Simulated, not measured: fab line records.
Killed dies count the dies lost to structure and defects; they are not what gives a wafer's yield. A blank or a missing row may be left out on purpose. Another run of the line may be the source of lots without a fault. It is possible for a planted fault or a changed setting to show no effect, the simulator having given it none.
Chamber matching :: flow n5 finfet :: N5_BEOL_M8_DESCUM_33 on rie diel-06: 4 sister chambers
The step chemistry O2, time 7 s. 7 wafers are shown with their chamber, then 8 later ones without.

== EACH WAFER AND ITS CHAMBER ==
wafer: L083.1
chamber: 3
showerhead plenum p Torr (Torr): 2.23
oes product au (a.u.): 0.92

wafer: L083.6
chamber: 2
showerhead plenum p Torr (Torr): 2.07
oes product au (a.u.): 0.73

wafer: L089.6
chamber: 0
showerhead plenum p Torr (Torr): 1.99
oes product au (a.u.): 0.72

wafer: L090.1
chamber: 0
showerhead plenum p Torr (Torr): 1.98
oes product au (a.u.): 0.72

wafer: L090.4
chamber: 2
showerhead plenum p Torr (Torr): 2.06
oes product au (a.u.): 0.70

wafer: L090.5
chamber: 1
showerhead plenum p Torr (Torr): 2.07
oes product au (a.u.): 0.70

wafer: L093.3
chamber: 1
showerhead plenum p Torr (Torr): 2.06
oes product au (a.u.): 0.69

== WAFERS MISSING THEIR CHAMBER ==
wafer: L093.4
showerhead plenum p Torr (Torr): 2.22
oes product au (a.u.): 0.87

wafer: L093.6
showerhead plenum p Torr (Torr): 2.22
oes product au (a.u.): 0.88

wafer: L094.1
showerhead plenum p Torr (Torr): 2.22
oes product au (a.u.): 0.88

wafer: L094.4
showerhead plenum p Torr (Torr): 1.98
oes product au (a.u.): 0.71

wafer: L094.5
showerhead plenum p Torr (Torr): 2.06
oes product au (a.u.): 0.70

wafer: L095.1
showerhead plenum p Torr (Torr): 2.06
oes product au (a.u.): 0.69

wafer: L095.4
showerhead plenum p Torr (Torr): 2.22
oes product au (a.u.): 0.88

wafer: L095.6
showerhead plenum p Torr (Torr): 2.06
oes product au (a.u.): 0.70

== CHAMBER TAKEN BY EACH ==
wafer: L093.4
from the rows above: 3
in truth: 3

wafer: L093.6
from the rows above: 3
in truth: 3

wafer: L094.1
from the rows above: 3
in truth: 3

wafer: L094.4
from the rows above: 0
in truth: 0

wafer: L094.5
from the rows above: can't be placed: 1 or 2
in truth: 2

wafer: L095.1
from the rows above: can't be placed: 1 or 2
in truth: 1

wafer: L095.4
from the rows above: 3
in truth: 3

wafer: L095.6
from the rows above: can't be placed: 1 or 2
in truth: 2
Correct placement for 5 of the 8. Unplaceable from these rows: 3, with the true chamber sitting among the candidates in 3. Placed wrongly: 0.
How it was worked out, from the rows above alone: a wafer's distance from a chamber is the root of the sum, over the readings, of the square of ((its reading less the chamber's mean) divided by the reading's scatter). The wafer belongs to the nearest chamber; if the next one is less than 2 further off, it can't be placed. For every chamber, the mean is computed from those of its wafers that are shown. The scatter is the square root of a quotient: the sum, over the shown wafers, of each reading's squared deviation from its chamber's mean, divided by wafers minus chambers.
